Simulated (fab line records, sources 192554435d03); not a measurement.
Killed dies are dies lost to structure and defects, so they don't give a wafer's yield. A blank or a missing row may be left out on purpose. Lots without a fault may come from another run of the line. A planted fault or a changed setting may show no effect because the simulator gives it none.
Which tool did it? | flow n5_finfet | 8 lots, 22 wafers sampled, at 5 steps of a route of 1938

WHAT THE GAUGES READ, wafer by wafer
N5_BEOL_M4_RC_MEAS_101. Usual: DIBL_N 35.8 mV/V, standard deviation 1.6; DIBL_P 35.6 mV/V, standard deviation 2; IOFF_N 0.15 nA/um, standard deviation 0.031; IOFF_P 0.20 nA/um, standard deviation 0.033; ION_N 668 uA/um, standard deviation 12; ION_P 459 uA/um, standard deviation 6.8; SS_N 71.4 mV/dec, standard deviation 0.53; SS_P 73.1 mV/dec, standard deviation 0.63; VT_N 250 mV, standard deviation 3.5; VT_P -251 mV, standard deviation 3.
lot  | measured     | on        | DIBL_N (mV/V)  | DIBL_P (mV/V)  | IOFF_N (nA/um) | IOFF_P (nA/um) | ION_N (uA/um) | ION_P (uA/um) | SS_N (mV/dec)  | SS_P (mV/dec)  | VT_N (mV)   | VT_P (mV)      | flag
L711 | day 15 11:46 | prober-02 | 35.8 36.6 35.5 | 36.3 36.9 36.1 | 0.16 0.18 0.15 | 0.22 0.24 0.22 | 674 661 671   | 464 451 464   | 71.8 71.5 71.5 | 72.8 73.5 73.1 | 251 250 251 | -249 -248 -249 |
L712 | day 13 18:17 | prober-01 | 34.5 35.5 36.9 | 34.8 36.2 37.5 | 0.12 0.15 0.17 | 0.19 0.21 0.24 | 645 676 672   | 443 459 464   | 70.6 71.5 71.9 | 73.0 72.9 73.6 | 255 250 248 | -254 -250 -250 |
L716 | day 15 17:04 | prober-01 | 35.7 34.6 37.6 | 34.5 32.7 36.9 | 0.15 0.13 0.18 | 0.21 0.18 0.25 | 672 667 672   | 464 461 468   | 71.4 71.2 71.8 | 72.7 72.6 73.6 | 247 252 249 | -250 -251 -246 |
L717 | day 16 00:29 | prober-02 | 36.1 38.3 38.4 | 32.6 34.5 35.5 | 0.14 0.16 0.17 | 0.18 0.21 0.22 | 660 658 670   | 455 450 461   | 72.3 72.0 72.3 | 73.0 73.9 73.8 | 251 249 246 | -251 -250 -249 |
L721 | day 14 20:29 | prober-01 | 34.4 33.6 34.4 | 34.3 33.3 34.1 | 0.13 0.11 0.13 | 0.19 0.17 0.18 | 660 649 650   | 462 458 454   | 70.7 70.8 70.7 | 73.0 72.6 72.7 | 252 255 252 | -249 -253 -253 |
L726 | day 18 06:29 | prober-01 | 35.5 35.1      | 34.4 34.5      | 0.15 0.15      | 0.20 0.20      | 656 648       | 453 450       | 71.4 71.2      | 73.3 73.0      | 251 253     | -250 -252      |
L727 | day 17 20:31 | prober-01 | 37.5 35.6      | 37.2 34.8      | 0.17 0.14      | 0.22 0.19      | 679 659       | 461 454       | 71.5 71.2      | 73.1 73.4      | 246 251     | -253 -250      |
L728 | day 17 15:31 | prober-01 | 37.4 37.3 37.7 | 38.2 37.3 38.8 | 0.19 0.18 0.20 | 0.24 0.22 0.25 | 678 671 686   | 453 457 466   | 71.8 71.7 72.4 | 73.9 74.1 74.2 | 245 247 246 | -246 -250 -248 |

WHICH TOOL RAN EACH LOT (tool, then ch and the chambers of the sampled wafers, then the start)
lot  | N5_GATE_CUT_ETCH_36               | N5_GATE_CUT_ETCH_37               | N5_GATE_CUT_ETCH_19               | N5_GATE_CUT_CUT_ETCH_54
L711 | rie_diel-01 ch 2,3, day 4 16:04   | rie_diel-01 ch 2,3, day 4 16:05   | rie_diel-01 ch 2,3, day 4 16:18   | rie_metal-01 ch 1, day 4 16:28
L712 | rie_diel-04 ch 1,3, day 4 19:10   | rie_diel-04 ch 1,3, day 4 19:12   | rie_diel-04 ch 1,3, day 4 19:24   | rie_metal-03 ch 0,1, day 4 19:34
L716 | rie_diel-01 ch 1,2,3, day 5 17:52 | rie_diel-01 ch 1,2,3, day 5 17:54 | rie_diel-01 ch 1,2,3, day 5 18:06 | rie_metal-03 ch 0,1, day 5 18:16
L717 | rie_diel-04 ch 2,3, day 5 23:16   | rie_diel-04 ch 2,3, day 5 23:17   | rie_diel-04 ch 2,3, day 5 23:30   | rie_metal-02 ch 0,1, day 5 23:40
L721 | rie_diel-01 ch 0,1,2, day 7 01:11 | rie_diel-01 ch 0,1,2, day 7 01:13 | rie_diel-01 ch 0,1,2, day 7 01:25 | rie_metal-02 ch 0, day 7 01:38
L726 | rie_diel-01 ch 1,3, day 8 08:15   | rie_diel-01 ch 1,3, day 8 08:16   | rie_diel-01 ch 1,3, day 8 08:29   | rie_metal-03 ch 1, day 8 08:39
L727 | rie_diel-01 ch 0,1, day 8 13:25   | rie_diel-01 ch 0,1, day 8 13:26   | rie_diel-01 ch 0,1, day 8 13:38   | rie_metal-03 ch 0, day 8 13:49
L728 | rie_diel-01 ch 0,1, day 8 21:04   | rie_diel-01 ch 0,1, day 8 21:05   | rie_diel-01 ch 0,1, day 8 21:18   | rie_metal-03 ch 0,1, day 8 21:28
- N5_GATE_CUT_ETCH_36: etches SiARC in CF4, target depth 13 nm, time 21.7 s.
- N5_GATE_CUT_ETCH_37: etches SOC in N2/H2, target depth 60 nm, overetch 12 nm, time 90 s.
- N5_GATE_CUT_ETCH_19: etches SiNx in CH3F/O2, target depth 53.7 nm, time 76.7 s.
- N5_GATE_CUT_CUT_ETCH_54: etches TiN in Cl2/BCl3, target depth 96.7 nm.

WHAT THE TOOLS THEMSELVES READ (means of the sampled wafers that have a number; where no wafer has one, the mark that the record gives instead)
N5_GATE_CUT_ETCH_36. Usual: chamber_pressure_mTorr 40.00 mTorr, standard deviation 0.039; drypump_motor_current_A 5.6 A, standard deviation 0.41; etch_rf_on_time_s 21.9 s, standard deviation 0.41; oes_product_au 0.68 a.u., standard deviation 0.07; rf_vpp_V 184.3 V, standard deviation 0.97; showerhead_plenum_p_Torr 2.17 Torr, standard deviation 0.05; throttle_valve_pct 15.50 %, standard deviation 0.2.
lot  | tool        | chamber_pressure_mTorr (mTorr) | drypump_motor_current_A (A) | etch_rf_on_time_s (s) | oes_product_au (a.u.) | rf_vpp_V (V) | showerhead_plenum_p_Torr (Torr) | throttle_valve_pct (%) | flag
L711 | rie_diel-01 | 40.03                          | 6.2                         | 22.6                  | 0.58                  | 185.4        | 2.18                            | 15.71                  |
L712 | rie_diel-04 | 40.00                          | 5.5                         | 21.9                  | 0.64                  | 183.9        | 2.15                            | 15.72                  |
L716 | rie_diel-01 | 39.99                          | 6.0                         | 22.1                  | 0.62                  | 184.6        | 2.18                            | 15.62                  |
L717 | rie_diel-04 | 40.00                          | 5.3                         | 21.6                  | 0.64                  | 184.8        | 2.20                            | 15.52                  |
L721 | rie_diel-01 | 39.97                          | 5.6                         | 22.3                  | 0.72                  | 183.5        | 2.15                            | 15.33                  |
L726 | rie_diel-01 | 39.92                          | 5.9                         | 18.1                  | 0.85                  | 184.0        | 2.17                            | 15.30                  | OFF
L727 | rie_diel-01 | 40.01                          | 5.3                         | 18.1                  | 0.76                  | 182.4        | 2.12                            | 15.36                  | OFF
L728 | rie_diel-01 | 39.97                          | 5.4                         | 19.5                  | 0.73                  | 184.3        | 2.14                            | 15.41                  | OFF

N5_GATE_CUT_ETCH_37. Usual: chamber_pressure_mTorr 30.001 mTorr, standard deviation 0.026; drypump_motor_current_A 5.6 A, standard deviation 0.41; oes_product_au 0.71 a.u., standard deviation 0.073; rf_vpp_V 524.7 V, standard deviation 2; showerhead_plenum_p_Torr 2.57 Torr, standard deviation 0.069; throttle_valve_pct 17.70 %, standard deviation 0.21.
lot  | tool        | chamber_pressure_mTorr (mTorr) | drypump_motor_current_A (A) | oes_product_au (a.u.) | rf_vpp_V (V) | showerhead_plenum_p_Torr (Torr) | throttle_valve_pct (%) | flag
L711 | rie_diel-01 | 30.024                         | 6.2                         | 0.63                  | 524.5        | 2.60                            | 17.83                  |
L712 | rie_diel-04 | 30.019                         | 5.5                         | 0.68                  | 524.4        | 2.55                            | 17.83                  |
L716 | rie_diel-01 | 30.000                         | 6.0                         | 0.66                  | 525.5        | 2.60                            | 17.80                  |
L717 | rie_diel-04 | 29.968                         | 5.3                         | 0.67                  | 526.2        | 2.61                            | 17.82                  |
L721 | rie_diel-01 | 30.001                         | 5.6                         | 0.76                  | 523.8        | 2.54                            | 17.55                  |
L726 | rie_diel-01 | 30.027                         | 5.9                         | 0.79                  | 525.3        | 2.58                            | 17.53                  |
L727 | rie_diel-01 | 30.020                         | 5.3                         | 0.70                  | 523.5        | 2.52                            | 17.58                  |
L728 | rie_diel-01 | 29.998                         | 5.4                         | 0.70                  | 523.8        | 2.53                            | 17.62                  |

N5_GATE_CUT_ETCH_19. Usual: chamber_pressure_mTorr 30.000 mTorr, standard deviation 0.027; drypump_motor_current_A 5.6 A, standard deviation 0.42; etch_rf_on_time_s 77.4 s, standard deviation 0.98; oes_f_703_au 0.79 a.u., standard deviation 0.08; oes_product_au 0.68 a.u., standard deviation 0.07; rf_vpp_V 300 V, standard deviation 6.2; showerhead_plenum_p_Torr 2.03 Torr, standard deviation 0.048; throttle_valve_pct 16.24 %, standard deviation 0.2.
lot  | tool        | chamber_pressure_mTorr (mTorr) | drypump_motor_current_A (A) | etch_rf_on_time_s (s) | oes_f_703_au (a.u.) | oes_product_au (a.u.) | rf_vpp_V (V) | showerhead_plenum_p_Torr (Torr) | throttle_valve_pct (%) | flag
L711 | rie_diel-01 | 30.008                         | 6.2                         | 78.8                  | 0.69                | 0.59                  | 303          | 2.04                            | 16.42                  |
L712 | rie_diel-04 | 29.982                         | 5.5                         | 77.1                  | 0.74                | 0.65                  | 308          | 2.02                            | 16.45                  |
L716 | rie_diel-01 | 29.990                         | 6.0                         | 77.3                  | 0.73                | 0.62                  | 301          | 2.04                            | 16.32                  |
L717 | rie_diel-04 | 30.022                         | 5.3                         | 76.4                  | 0.74                | 0.64                  | 303          | 2.05                            | 16.20                  |
L721 | rie_diel-01 | 30.015                         | 5.6                         | 78.2                  | 0.85                | 0.72                  | 296          | 2.00                            | 16.08                  |
L726 | rie_diel-01 | 30.001                         | 5.9                         | 77.6                  | 0.86                | 0.75                  | 302          | 2.02                            | 16.02                  |
L727 | rie_diel-01 | 29.979                         | 5.3                         | 78.4                  | 0.78                | 0.66                  | 295          | 1.98                            | 16.09                  |
L728 | rie_diel-01 | 29.993                         | 5.4                         | 78.7                  | 0.78                | 0.67                  | 297          | 1.99                            | 16.12                  |

N5_GATE_CUT_CUT_ETCH_54. Usual: chamber_pressure_mTorr 10.000 mTorr, standard deviation 0.0086; drypump_motor_current_A 5.6 A, standard deviation 0.43; etch_rf_on_time_s 36.7 s, standard deviation 0.91; oes_product_au 0.68 a.u., standard deviation 0.098; throttle_valve_pct 22.17 %, standard deviation 0.22.
lot  | tool         | chamber_pressure_mTorr (mTorr) | drypump_motor_current_A (A) | etch_rf_on_time_s (s) | oes_product_au (a.u.) | throttle_valve_pct (%) | flag
L711 | rie_metal-01 | 10.016                         | 4.9                         | 35.5                  | 0.76                  | 22.01                  |
L712 | rie_metal-03 | 10.000                         | 5.7                         | 37.0                  | 0.65                  | 22.45                  |
L716 | rie_metal-03 | 9.994                          | 5.9                         | 36.5                  | 0.63                  | 22.28                  |
L717 | rie_metal-02 | 9.998                          | 5.9                         | 37.3                  | 0.60                  | 22.13                  |
L721 | rie_metal-02 | 10.001                         | 5.9                         | 36.3                  | 0.62                  | 22.00                  |
L726 | rie_metal-03 | 9.991                          | 5.5                         | 37.0                  | 0.67                  | 22.63                  |
L727 | rie_metal-03 | 9.995                          | 6.1                         | 37.2                  | 0.59                  | 22.13                  |
L728 | rie_metal-03 | 10.013                         | 5.7                         | 37.0                  | 0.63                  | 22.48                  |

THE ANSWER, worked out from the rows above alone
Rule: a lot is off if the mean of its wafers that have a number lies more than 3 standard deviations from the usual mean. A lot without any number at a reading at which 4 lots or more have one is off too. The other lots that the step has rows for count as sound. The gauges are gone through in route order, then the tools' own readings, and for those a lot's mean is taken as printed above. The first step at which some lot is off is used, and at that step the reading that is off furthest; a lot without a number counts as furthest.
Off: L726, L727, L728, at N5_GATE_CUT_ETCH_36 (etch_rf_on_time_s).
A tool fits if, at that step or a process step before it, it ran every lot that is off, and no sound lot after the first of them. One fits: rie_diel-01 at N5_GATE_CUT_ETCH_36. Its last sound lot is L721 (day 7 01:11), its first lot that is off L726 (day 8 08:15): a fault that began between those two fits.
The tool's own readings at N5_GATE_CUT_ETCH_36 bear it out: on the lots that are off they differ by more than 5 times the standard deviation of the sound lots' means. etch_rf_on_time_s reads 18.6 s there against 22.1 s on the sound lots.

WHAT THE SIMULATOR HAD PUT IN
Process parameter drift: rie_diel-01, from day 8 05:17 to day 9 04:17, at N5_GATE_CUT_ETCH_36. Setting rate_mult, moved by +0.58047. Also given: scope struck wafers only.
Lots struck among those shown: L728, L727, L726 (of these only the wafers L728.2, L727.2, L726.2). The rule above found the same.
